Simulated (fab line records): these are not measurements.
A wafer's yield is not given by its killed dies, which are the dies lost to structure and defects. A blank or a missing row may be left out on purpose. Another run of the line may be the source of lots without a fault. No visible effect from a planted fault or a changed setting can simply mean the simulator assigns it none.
A single fault, viewed from 2 desks / flow nand-harc / numbers are kept per desk, each desk with only its own; the story behind them comes last

TOOL OWNER'S DESK, litho-track-04
The tool's own readings at NHARC_P_M1_DEVELOP_08 (develop time 35 s): means of the sampled wafers that have a number, for each lot that ran on this tool. Marked OUT: a lot whose mean sits more than 4 standard deviations from the usual mean, which makes it out of limits; the brackets give that distance.
Columns: A = developer-temp-C at NHARC_P_M1_DEVELOP_08, usual 23.01 C
lot=L255; first seen here=day 6 21:00; A=23.02
lot=L257; first seen here=day 7 22:00; A=22.82
lot=L260; first seen here=day 9 07:00; A=23.96 (+8.7) OUT
lot=L262; first seen here=day 9 22:00; A=23.86 (+7.8) OUT
lot=L272; first seen here=day 14 02:00; A=22.94
lot=L274; first seen here=day 14 19:00; A=22.99
lot=L276; first seen here=day 15 17:00; A=22.95
Finding of this desk: L260, L262 out of limits; the first was L260 at day 9 07:00, on developer-temp-C at NHARC_P_M1_DEVELOP_08. L255, L257, L272, L274, L276 stayed within limits.

THE DEFECT DESK
Lot by lot, what the route's inspections counted, given as the mean of those sampled wafers with a number. Marked OUT: a lot whose mean sits more than 4 standard deviations from the usual mean, which makes it out of limits; the brackets give that distance.
Columns: A = raw-defect-count at NHARC_P_M0_INSPECT_27, usual 277; B = raw-defect-count at NHARC_P_M1_INSPECT_11, usual 4.2
lot=L253; first seen here=day 6 06:07; A=290; B=2.7
lot=L255; first seen here=day 6 20:02; A=270; B=2.3
lot=L256; first seen here=day 7 07:52; A=268; B=3.7
lot=L257; first seen here=day 7 21:01; A=232; B=5.3
lot=L260; first seen here=day 9 06:35; A=270; B=5.0
lot=L262; first seen here=day 9 21:00; A=244; B=6.7
lot=L268; first seen here=day 12 06:47; A=508; B=3.3
lot=L269; first seen here=day 12 18:49; A=248; B=3.3
lot=L270; first seen here=day 13 10:19; A=284; B=3.0
lot=L271; first seen here=day 13 20:26; A=209; B=9.3
lot=L272; first seen here=day 14 01:05; A=272; B=5.0
lot=L274; first seen here=day 14 18:02; A=382; B=6.3
lot=L276; first seen here=day 15 16:15; A=418; B=1.7
lot=L275; first seen here=day 16 17:36; A=168; B=6.0
Finding of this desk: none of the 14 lots has anything out of limits.

BROUGHT TOGETHER
The tool owner's desk could have raised an alarm at day 9 07:00, on L260, L262.
The defect desk saw nothing out of limits.
The defect desk has L260, L262 on record, within its limits.
The lots listed all ran NHARC_P_M1_DEVELOP_08 on litho-track-04.

WHAT THE SIMULATOR HAD PUT IN
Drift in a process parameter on litho-track-04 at NHARC_P_M1_DEVELOP_08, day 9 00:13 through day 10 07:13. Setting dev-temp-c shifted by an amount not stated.
Struck lots among those shown: L260, L262.
Hours from the fault's start to each desk's first reading out of limits: the tool owner's desk, 7.
